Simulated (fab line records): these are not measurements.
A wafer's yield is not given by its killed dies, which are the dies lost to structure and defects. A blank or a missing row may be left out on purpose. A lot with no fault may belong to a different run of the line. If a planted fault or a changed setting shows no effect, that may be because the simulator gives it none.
Matching of chambers    flow n5Finfet    3 sister chambers for N5_BEOL_M5_CO_CAP_78 on cvdCo-02
The step material Co, precursor CCTBA/H2, target thk 2 nm, time 102.1 s. 6 wafers are shown with their chamber, then 7 later ones without.

== WAFERS WITH THEIR CHAMBER ==
wafer   chamber  heaterPowerW (W)  runLengthS (s)
L104.5  0        233               126.0
L103.3  0        226               125.5
L108.6  1        201               126.2
L109.2  2        248               124.2
L109.3  1        199               125.9
L109.5  2        253               124.7

== WAFERS WHOSE CHAMBER IS MISSING ==
wafer   heaterPowerW (W)  runLengthS (s)
L115.1  254               124.7
L115.2  223               125.6
L115.5  251               125.0
L118.1  231               125.7
L119.5  248               124.2
L120.1  252               124.2
L120.5  251               124.3

== WHICH CHAMBER EACH ONE RAN IN ==
wafer   from the rows above  in truth
L115.1  2                    2
L115.2  0                    0
L115.5  2                    2
L118.1  0                    0
L119.5  2                    2
L120.1  2                    2
L120.5  2                    2
7 of 7 placed correctly. Not placeable from these rows: 0. Number placed wrongly: 0.
How it was worked out, from the rows above alone: a wafer's distance from a chamber is the root of the sum, over the readings, of the square of ((its reading less the chamber's mean) divided by the reading's scatter). The wafer belongs to the nearest chamber; if the next one is less than 2 further off, it can't be placed. For every chamber, the mean is computed from those of its wafers that are shown. The scatter: take each reading less its chamber's mean, square it, sum over the shown wafers, divide by the number of wafers less the number of chambers, and take the root.
